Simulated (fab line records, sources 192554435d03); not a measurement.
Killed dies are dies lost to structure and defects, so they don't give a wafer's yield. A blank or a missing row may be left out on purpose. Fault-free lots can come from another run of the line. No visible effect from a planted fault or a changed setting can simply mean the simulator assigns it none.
Matching of chambers / flow n5-finfet / N5_BEOL_M8_DEP_56 on pecvd-04: 3 sister chambers
The step deposits SiCN from 3MS/NH3, target thk 10 nm, time 17.5 s. 6 wafers are shown with their chamber, then 7 later ones without.

## WAFERS WITH THEIR CHAMBER
wafer=L499.2; chamber=1; throttle-valve-pct (%)=9.5; showerhead-plenum-p-Torr (Torr)=3.674
wafer=L509.4; chamber=2; throttle-valve-pct (%)=8.8; showerhead-plenum-p-Torr (Torr)=3.648
wafer=L509.5; chamber=1; throttle-valve-pct (%)=9.2; showerhead-plenum-p-Torr (Torr)=3.666
wafer=L510.2; chamber=0; throttle-valve-pct (%)=8.5; showerhead-plenum-p-Torr (Torr)=3.671
wafer=L510.4; chamber=0; throttle-valve-pct (%)=8.3; showerhead-plenum-p-Torr (Torr)=3.668
wafer=L510.5; chamber=2; throttle-valve-pct (%)=8.8; showerhead-plenum-p-Torr (Torr)=3.652

## WAFERS WITHOUT THEIR CHAMBER
wafer=L514.3; throttle-valve-pct (%)=8.8; showerhead-plenum-p-Torr (Torr)=3.655
wafer=L514.4; throttle-valve-pct (%)=8.5; showerhead-plenum-p-Torr (Torr)=3.652
wafer=L516.4; throttle-valve-pct (%)=9.2; showerhead-plenum-p-Torr (Torr)=3.670
wafer=L516.5; throttle-valve-pct (%)=8.5; showerhead-plenum-p-Torr (Torr)=3.649
wafer=L516.6; throttle-valve-pct (%)=8.5; showerhead-plenum-p-Torr (Torr)=3.667
wafer=L515.4; throttle-valve-pct (%)=8.2; showerhead-plenum-p-Torr (Torr)=3.668
wafer=L515.6; throttle-valve-pct (%)=8.8; showerhead-plenum-p-Torr (Torr)=3.651

## THE CHAMBER EACH PASSED THROUGH
wafer=L514.3; from the rows above=2; in truth=2
wafer=L514.4; from the rows above=2; in truth=2
wafer=L516.4; from the rows above=1; in truth=1
wafer=L516.5; from the rows above=2; in truth=2
wafer=L516.6; from the rows above=0; in truth=0
wafer=L515.4; from the rows above=0; in truth=0
wafer=L515.6; from the rows above=2; in truth=2
Placed correctly: 7 of 7. Not placeable from these rows: 0. Wrongly placed: 0.
How it was worked out, from the rows above alone: a wafer's distance from a chamber is the root of the sum, over the readings, of the square of ((its reading less the chamber's mean) divided by the reading's scatter). The wafer belongs to the nearest chamber; if the next one is less than 2 further off, it can't be placed. A chamber's mean is the mean of its shown wafers. The scatter: take each reading less its chamber's mean, square it, sum over the shown wafers, divide by the number of wafers less the number of chambers, and take the root.
